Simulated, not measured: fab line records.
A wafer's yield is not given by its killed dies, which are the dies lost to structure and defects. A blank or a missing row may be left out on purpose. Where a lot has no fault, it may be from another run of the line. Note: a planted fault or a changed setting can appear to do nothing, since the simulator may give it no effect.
Split-lot study | flow n5_finfet | on a route of 1938 steps: 7 lots, 21 wafers read

## ON THE SPLIT
At N5_BEOL_M1_TRENCH_ETCH_37 (etches SiOC in C4F6/O2, target depth 55.207 nm, time 29 s), the setting bias_w was moved away from the recipe's 185 W on 3 of the 21 wafers read, by -12.7% to +15.5%. The other wafers ran this setting at the recipe's value.

Reading taken at the split's own step.

## THE READING
rf_vpp_V, in V, at N5_BEOL_M1_TRENCH_ETCH_37 (etches SiOC in C4F6/O2, target depth 55.207 nm, time 29 s). On this fab line, fault-free wafers typically give 675 V with a standard deviation of 20 V.

wafer  | tool, chamber at the split | bias_w as run, W | against the recipe | rf_vpp_V, V | against lot-mates on the recipe
L076.2 | rie_diel-06, 2             | 185              | recipe             | 695         | -
L076.3 | rie_diel-06, 3             | 185              | recipe             | 684         | -
L076.4 | rie_diel-06, 2             | 185              | recipe             | 695         | -
L078.1 | rie_diel-02, 0             | 185              | recipe             | 659         | -
L078.2 | rie_diel-02, 1             | 185              | recipe             | 719         | -
L078.5 | rie_diel-02, 1             | 185              | recipe             | 719         | -
L079.1 | rie_diel-03, 2             | 185              | recipe             | 689         | -
L079.3 | rie_diel-03, 3             | 185              | recipe             | 676         | -
L079.5 | rie_diel-03, 1             | 185              | recipe             | 650         | -
L080.3 | rie_diel-03, 3             | 185              | recipe             | 673         | -
L080.5 | rie_diel-03, 2             | 213.7            | +15.5%             | 774         | +102
L080.6 | rie_diel-03, 3             | 185              | recipe             | 672         | -
L085.2 | rie_diel-06, 0             | 185              | recipe             | 653         | -
L085.4 | rie_diel-06, 3             | 185              | recipe             | 683         | -
L085.5 | rie_diel-06, 2             | 185              | recipe             | 695         | -
L087.1 | rie_diel-03, 2             | 185              | recipe             | 689         | -
L087.2 | rie_diel-03, 0             | 185              | recipe             | 686         | -
L087.6 | rie_diel-03, 0             | 211.9            | +14.5%             | 764         | +76
L091.1 | rie_diel-06, 3             | 185              | recipe             | 682         | -
L091.2 | rie_diel-06, 1             | 161.5            | -12.7%             | 603         | -66
L091.4 | rie_diel-06, 0             | 185              | recipe             | 655         | -

FIT RESULTS
A straight line over all 21 wafers: rf_vpp_V changes by +5.92 V for each +1% of bias_w; r = +0.87; the points scatter about the line by 19 V.
The same after taking each lot's own level away (the mean of its wafers on the recipe; 21 wafers): +5.72 V for each +1%; r = +0.90; scatter 16 V.
Per that fit: largest bias_w move, reading shift of 89 V.
Across the lots, their own levels run from 668.5 to 699.0 V, a range of 1.5 times the standard deviation given above.
The two slopes agree, so the slope changes little with the lot-to-lot level.
Check: +81 V against its lot-mates is what the line predicts for one of the wafers moved furthest among these (+15.5%) when that wafer is left out of the fit. It came out at +102 V against them.
Tool readings at the split's step, against how far the setting was moved: rf_vpp_V r = +0.87.

## OTHER SPLITS ON THESE WAFERS
Note: prior to the reading, these wafers also went through further splits. Each is held against what the fit with the lots' levels taken away leaves over:
other split on the same wafers    | wafers away from the commonest value | r with rf_vpp_V (lot level and that fit taken away)
N5_BEOL_M1_ILD_DEP_00 time_s      | 8                                    | +0.20
N5_BEOL_M1_HM_DEP_02 target_thk_a | 3                                    | -0.04
N5_BEOL_M1_ALD_98 ald_cycles      | 11                                   | -0.08

## FILE'S OWN FIT
rf_vpp_V changes by +5.75 V for each +1% of bias_w, r = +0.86.
